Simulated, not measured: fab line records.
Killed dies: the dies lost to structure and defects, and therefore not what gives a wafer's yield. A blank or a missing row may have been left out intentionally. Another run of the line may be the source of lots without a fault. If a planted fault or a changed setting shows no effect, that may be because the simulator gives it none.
Matching of chambers | flow nand-harc | rie-diel-10 running NHARC_P_M0_ETCH_34: 4 sister chambers
The step etches the open film in N2/H2, target depth 40 nm, overetch 12 nm, time 43.94 s. 16 wafers are shown with their chamber, then 8 later ones without.

## WAFERS, EACH WITH ITS CHAMBER
wafer  | chamber | drypump-motor-current-A (A) | rf-vpp-V (V) | oes-product-au (a.u.)
L074.1 | 1       | 5.4                         | 434.1        | 1.006
L074.3 | 2       | 5.4                         | 428.5        | 0.991
L074.4 | 0       | 5.3                         | 433.4        | 1.012
L077.1 | 0       | 5.2                         | 433.7        | 1.021
L077.2 | 1       | 5.4                         | 435.0        | 1.007
L077.4 | 2       | 5.4                         | 428.0        | 0.999
L081.2 | 1       | 5.4                         | 434.2        | 1.001
L081.3 | 3       | 5.5                         | 428.2        | 1.005
L081.4 | 3       | 5.6                         | 428.9        | 1.012
L080.1 | 3       | 5.6                         | 428.5        | 1.004
L080.4 | 1       | 5.4                         | 435.1        | 1.002
L080.5 | 3       | 5.6                         | 429.2        | 1.010
L084.3 | 1       | 5.4                         | 436.8        | 1.013
L084.4 | 0       | 5.3                         | 435.2        | 1.005
L084.5 | 3       | 5.6                         | 426.7        | 1.016
L089.4 | 1       | 5.4                         | 434.9        | 0.993

SIGNATURES (means of the wafers above)
reading                 | chamber 0 | chamber 1 | chamber 2 | chamber 3 | scatter within a chamber
drypump-motor-current-A | 5.267     | 5.400     | 5.400     | 5.580     | 0.035
rf-vpp-V                | 434.100   | 435.017   | 428.250   | 428.300   | 0.934
oes-product-au          | 1.01267   | 1.00367   | 0.99500   | 1.00940   | 0.00637
Rule: a wafer's distance from a chamber is the root of the sum, over the readings, of the square of ((its reading less the chamber's mean) divided by the reading's scatter). If the next closest chamber is less than 2 further off than the closest, the wafer can't be placed; otherwise it belongs to the closest. The scatter: take each reading less its chamber's mean, square it, sum over the shown wafers, divide by the number of wafers less the number of chambers, and take the root.

## WAFERS WHOSE CHAMBER IS MISSING
wafer  | drypump-motor-current-A (A) | rf-vpp-V (V) | oes-product-au (a.u.)
L089.5 | 5.2                         | 434.7        | 0.981
L089.6 | 5.4                         | 434.2        | 1.003
L090.2 | 5.4                         | 428.8        | 0.991
L090.4 | 5.3                         | 435.1        | 0.984
L090.6 | 5.4                         | 429.3        | 0.981
L091.1 | 5.3                         | 433.2        | 0.980
L091.2 | 5.4                         | 435.0        | 0.993
L091.6 | 5.4                         | 435.9        | 0.991

## WHICH CHAMBER EACH WENT THROUGH
wafer  | from the rows above          | in truth
L089.5 | can't be placed: 0 or 1      | 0
L089.6 | 1                            | 1
L090.2 | 2                            | 2
L090.4 | can't be placed: 1 or 0      | 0
L090.6 | 2                            | 2
L091.1 | can't be placed: 1 or 0 or 2 | 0
L091.2 | 1                            | 1
L091.6 | 1                            | 1
Correctly placed: 5 of 8. From these rows, 3 cannot be placed; in 3 the true chamber is one of the candidates. 0 placed wrongly.
